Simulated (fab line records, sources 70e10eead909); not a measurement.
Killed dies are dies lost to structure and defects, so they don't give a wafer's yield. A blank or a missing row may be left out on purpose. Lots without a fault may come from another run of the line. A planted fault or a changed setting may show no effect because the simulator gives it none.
Which tool did it? | flow nand_harc | 12 lots, 36 wafers sampled, at 6 steps of a route of 1159

WHAT THE GAUGES READ, wafer by wafer
NHARC_P_GATE_INSPECT_68. Usual: raw_defect_count 185, standard deviation 65.
lot  | measured     | on                | raw_defect_count | flag
L308 | day 5 16:07  | defect_inspect-02 | 150 225 207      |
L310 | day 5 19:29  | defect_inspect-02 | 132 173 156      |
L312 | day 6 09:09  | defect_inspect-01 | 1151 1115 1189   | OFF
L313 | day 6 16:46  | defect_inspect-01 | 148 172 127      |
L315 | day 7 10:56  | defect_inspect-01 | 1117 1068 1088   | OFF
L321 | day 8 19:30  | defect_inspect-02 | 120 159 148      |
L324 | day 9 14:55  | defect_inspect-02 | 222 178 168      |
L325 | day 9 18:35  | defect_inspect-01 | 194 365 173      |
L326 | day 10 03:37 | defect_inspect-02 | 90 267 261       |
L327 | day 10 10:44 | defect_inspect-02 | 296 266 260      |
L330 | day 10 23:51 | defect_inspect-02 | 113 125 216      |
L331 | day 11 00:50 | defect_inspect-01 | 191 213 130      |

NHARC_END_SORT_01. Usual: killed_at_array 27, standard deviation 9.3; killed_at_other 0.9, standard deviation 1.3; killed_at_periphery 3.6, standard deviation 2.7; killed_dies 31, standard deviation 9.7; killed_open 3.3, standard deviation 1.8; killed_short 2.0, standard deviation 1.5.
lot  | measured     | on        | killed_at_array | killed_at_other | killed_at_periphery | killed_dies | killed_open | killed_short | flag
L312 | day 19 14:44 | prober-01 | 25 12 14        | 1 1 3           | 75 33 107           | 101 46 124  | 3 1 2       | 0 2 2        | OFF
L315 | day 21 15:35 | prober-02 | 18 33 16        | 0 0 1           | 66 104 66           | 84 137 83   | 6 3 2       | 2 3 1        | OFF
L324 | day 23 22:25 | prober-01 | 23 25 20        | 0 1 0           | 0 2 0               | 23 28 20    | 3 0 1       | 1 3 1        |
L331 | day 24 11:26 | prober-02 | 35 40 31        | 0 0 1           | 5 7 4               | 40 47 36    | 2 2 7       | 0 8 1        |

WHICH TOOL RAN EACH LOT (tool, then ch and the chambers of the sampled wafers, then the start)
lot  | NHARC_P_GATE_PRECLEAN_99            | NHARC_P_GATE_STRIP_76                | NHARC_P_GATE_RTA_80              | NHARC_P_GATE_RTA_82
L308 | wet_bench-05 ch 0,2,6, day 5 05:55  | plasma_asher-02 ch 0,1, day 5 11:59  | rtp_anneal-01 ch 0, day 5 15:28  | rtp_anneal-02 ch 0, day 5 15:55
L310 | wet_bench-07 ch 0,1,5, day 5 11:59  | plasma_asher-01 ch 0,1, day 5 15:26  | rtp_anneal-02 ch 0, day 5 18:49  | rtp_anneal-01 ch 0, day 5 19:17
L312 | wet_bench-07 ch 3,4,5, day 6 01:53  | plasma_asher-02 ch 0,1, day 6 05:14  | rtp_anneal-02 ch 0, day 6 08:29  | rtp_anneal-02 ch 0, day 6 08:57
L313 | wet_bench-05 ch 5,6,7, day 6 09:34  | plasma_asher-01 ch 0,1, day 6 12:53  | rtp_anneal-02 ch 0, day 6 16:07  | rtp_anneal-01 ch 0, day 6 16:34
L315 | wet_bench-07 ch 5,6,7, day 7 00:56  | plasma_asher-01 ch 0,1, day 7 06:19  | rtp_anneal-02 ch 0, day 7 10:17  | rtp_anneal-01 ch 0, day 7 10:44
L321 | wet_bench-06 ch 2,3,7, day 8 11:20  | plasma_asher-01 ch 0, day 8 14:37    | rtp_anneal-01 ch 0, day 8 18:34  | rtp_anneal-02 ch 0, day 8 19:20
L324 | wet_bench-07 ch 5,6,7, day 9 07:16  | plasma_asher-01 ch 0,1, day 9 10:37  | rtp_anneal-01 ch 0, day 9 14:18  | rtp_anneal-02 ch 0, day 9 14:46
L325 | wet_bench-07 ch 4,6,7, day 9 11:29  | plasma_asher-02 ch 0,1, day 9 14:43  | rtp_anneal-01 ch 0, day 9 17:56  | rtp_anneal-02 ch 0, day 9 18:23
L326 | wet_bench-07 ch 1,2,4, day 9 20:17  | plasma_asher-02 ch 0,1, day 9 23:38  | rtp_anneal-02 ch 0, day 10 03:02 | rtp_anneal-01 ch 0, day 10 03:30
L327 | wet_bench-07 ch 3,4,6, day 10 03:19 | plasma_asher-01 ch 0,1, day 10 06:44 | rtp_anneal-02 ch 0, day 10 10:08 | rtp_anneal-02 ch 0, day 10 10:35
L330 | wet_bench-07 ch 0,5,7, day 10 16:19 | plasma_asher-01 ch 0, day 10 19:39   | rtp_anneal-02 ch 0, day 10 23:00 | rtp_anneal-01 ch 0, day 10 23:41
L331 | wet_bench-05 ch 1,4,7, day 10 16:52 | plasma_asher-02 ch 0, day 10 20:13   | rtp_anneal-02 ch 0, day 11 00:13 | rtp_anneal-01 ch 0, day 11 00:40
- NHARC_P_GATE_PRECLEAN_99: cleans in SC1.
- NHARC_P_GATE_STRIP_76: strips in O2.
- NHARC_P_GATE_RTA_80: time 30 s.
- NHARC_P_GATE_RTA_82: time 30 s.

WHAT THE TOOLS THEMSELVES READ (means of the sampled wafers that have a number; where no wafer has one, the mark that the record gives instead)
NHARC_P_GATE_PRECLEAN_99. Usual: sc1_h2o2_end_mol_l 0.3698, standard deviation 0.00065.
lot  | tool         | sc1_h2o2_end_mol_l | flag
L308 | wet_bench-05 | 0.3701             |
L310 | wet_bench-07 | 0.3701             |
L312 | wet_bench-07 | 0.3695             |
L313 | wet_bench-05 | 0.3697             |
L315 | wet_bench-07 | 0.3700             |
L321 | wet_bench-06 | 0.3695             |
L324 | wet_bench-07 | 0.3699             |
L325 | wet_bench-07 | 0.3689             |
L326 | wet_bench-07 | 0.3699             |
L327 | wet_bench-07 | 0.3698             |
L330 | wet_bench-07 | 0.3701             |
L331 | wet_bench-05 | 0.3708             |

NHARC_P_GATE_STRIP_76. Usual: drypump_motor_current_A 5.64 A, standard deviation 0.28; heater_power_w 352 W, standard deviation 30.
lot  | tool            | drypump_motor_current_A (A) | heater_power_w (W) | flag
L308 | plasma_asher-02 | 5.45                        | 364                |
L310 | plasma_asher-01 | 5.79                        | 331                |
L312 | plasma_asher-02 | 5.66                        | 370                |
L313 | plasma_asher-01 | 5.80                        | 327                |
L315 | plasma_asher-01 | 5.60                        | 346                |
L321 | plasma_asher-01 | 5.97                        | 310                |
L324 | plasma_asher-01 | 5.78                        | 332                |
L325 | plasma_asher-02 | 5.65                        | 380                |
L326 | plasma_asher-02 | 5.46                        | 360                |
L327 | plasma_asher-01 | 5.77                        | 328                |
L330 | plasma_asher-01 | 5.95                        | 311                |
L331 | plasma_asher-02 | 5.30                        | 338                |

NHARC_P_GATE_RTA_80. Usual: lamp_power_pct 2.37 %, standard deviation 0.059; lamp_zone_6_pct 2.34 %, standard deviation 0.058; wafer_temp_C_max 301.9, standard deviation 0.42.
lot  | tool          | lamp_power_pct (%) | lamp_zone_6_pct (%) | wafer_temp_C_max | flag
L308 | rtp_anneal-01 | 2.42               | 2.39                | 301.9            |
L310 | rtp_anneal-02 | 2.30               | 2.28                | 301.6            |
L312 | rtp_anneal-02 | 2.31               | 2.28                | 301.6            |
L313 | rtp_anneal-02 | 2.31               | 2.28                | 301.7            |
L315 | rtp_anneal-02 | 2.30               | 2.28                | 301.7            |
L321 | rtp_anneal-01 | 2.42               | 2.39                | 302.2            |
L324 | rtp_anneal-01 | 2.42               | 2.39                | 302.3            |
L325 | rtp_anneal-01 | 2.43               | 2.40                | 302.3            |
L326 | rtp_anneal-02 | 2.30               | 2.28                | 301.5            |
L327 | rtp_anneal-02 | 2.31               | 2.28                | 302.1            |
L330 | rtp_anneal-02 | 2.30               | 2.28                | 301.6            |
L331 | rtp_anneal-02 | 2.30               | 2.28                | 301.7            |

NHARC_P_GATE_RTA_82. Usual: lamp_power_pct 4.65 %, standard deviation 0.11; lamp_zone_6_pct 4.61 %, standard deviation 0.11; wafer_temp_C_max 452.9, standard deviation 0.66.
lot  | tool          | lamp_power_pct (%) | lamp_zone_6_pct (%) | wafer_temp_C_max | flag
L308 | rtp_anneal-02 | 4.52               | 4.49                | 452.2            |
L310 | rtp_anneal-01 | 4.76               | 4.72                | 453.2            |
L312 | rtp_anneal-02 | 4.52               | 4.49                | 452.3            |
L313 | rtp_anneal-01 | 4.75               | 4.71                | 453.3            |
L315 | rtp_anneal-01 | 4.75               | 4.72                | 453.2            |
L321 | rtp_anneal-02 | 4.53               | 4.49                | 452.8            |
L324 | rtp_anneal-02 | 4.52               | 4.49                | 452.7            |
L325 | rtp_anneal-02 | 4.53               | 4.49                | 452.2            |
L326 | rtp_anneal-01 | 4.76               | 4.72                | 453.2            |
L327 | rtp_anneal-02 | 4.53               | 4.49                | 453.6            |
L330 | rtp_anneal-01 | 4.75               | 4.72                | 453.0            |
L331 | rtp_anneal-01 | 4.76               | 4.71                | 452.9            |

THE ANSWER, worked out from the rows above alone
Rule: a lot is off if the mean of its wafers that have a number lies more than 3 standard deviations from the usual mean. A lot without any number at a reading at which 4 lots or more have one is off too. The other lots that the step has rows for count as sound. The gauges are gone through in route order, then the tools' own readings, and for those a lot's mean is taken as printed above. The first step at which some lot is off is used, and at that step the reading that is off furthest; a lot without a number counts as furthest.
Off: L312, L315, at NHARC_P_GATE_INSPECT_68 (raw_defect_count).
A tool fits if, at a process step before that reading, it ran every lot that is off, and no sound lot after the first of them. The gauges at NHARC_P_GATE_INSPECT_68 aren't tried: what is off there is off at NHARC_END_SORT_01 too, on other tools, and a gauge's error can't cause that. None of those tried fits.

WHAT THE SIMULATOR HAD PUT IN
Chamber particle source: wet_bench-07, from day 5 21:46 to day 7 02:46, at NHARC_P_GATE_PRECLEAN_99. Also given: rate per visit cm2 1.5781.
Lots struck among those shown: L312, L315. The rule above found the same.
